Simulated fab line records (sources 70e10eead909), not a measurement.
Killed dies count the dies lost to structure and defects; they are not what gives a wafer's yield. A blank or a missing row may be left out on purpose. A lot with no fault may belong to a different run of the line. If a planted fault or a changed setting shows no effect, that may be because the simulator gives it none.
Chamber matching ; flow nand_harc ; 4 sister chambers for NHARC_A_DECK1_JOINT_CMP_02 on cmp-02
The step polishes SiOx. 4 wafers are shown with their chamber, then 10 later ones without.

WAFERS PAIRED WITH THEIR CHAMBERS
wafer;chamber;motor_current_A (A)
L896.2;3;10.1
L901.6;0;12.2
L902.3;1;11.2
L902.4;2;15.0

WAFERS WHOSE CHAMBER IS MISSING
wafer;motor_current_A (A)
L902.6;12.2
L908.1;11.1
L908.2;10.5
L908.4;12.0
L910.2;13.9
L910.3;12.3
L910.5;11.2
L911.1;11.1
L911.2;14.1
L911.5;14.2

WHICH CHAMBER EACH ONE RAN IN
wafer;from the rows above;in truth
L902.6;can't be placed: 0 or 1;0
L908.1;can't be placed: 1 or 3 or 0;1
L908.2;can't be placed: 3 or 1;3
L908.4;can't be placed: 0 or 1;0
L910.2;can't be placed: 2 or 0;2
L910.3;can't be placed: 0 or 1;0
L910.5;can't be placed: 1 or 0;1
L911.1;can't be placed: 1 or 3 or 0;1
L911.2;can't be placed: 2 or 0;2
L911.5;2;2
Correctly placed: 1 of 10. Cannot be placed on the basis of these rows: 9; the candidates contain the true chamber in 9. Placed wrongly: 0.
How it was worked out, from the rows above alone: a wafer's distance from a chamber is the root of the sum, over the readings, of the square of ((its reading less the chamber's mean) divided by the reading's scatter). The wafer belongs to the nearest chamber; if the next one is less than 2 further off, it can't be placed. The mean given for a chamber averages the wafers shown for that chamber. The scatter: root of mean squared gap, hidden wafer to nearest shown wafer, with one shown wafer a chamber.
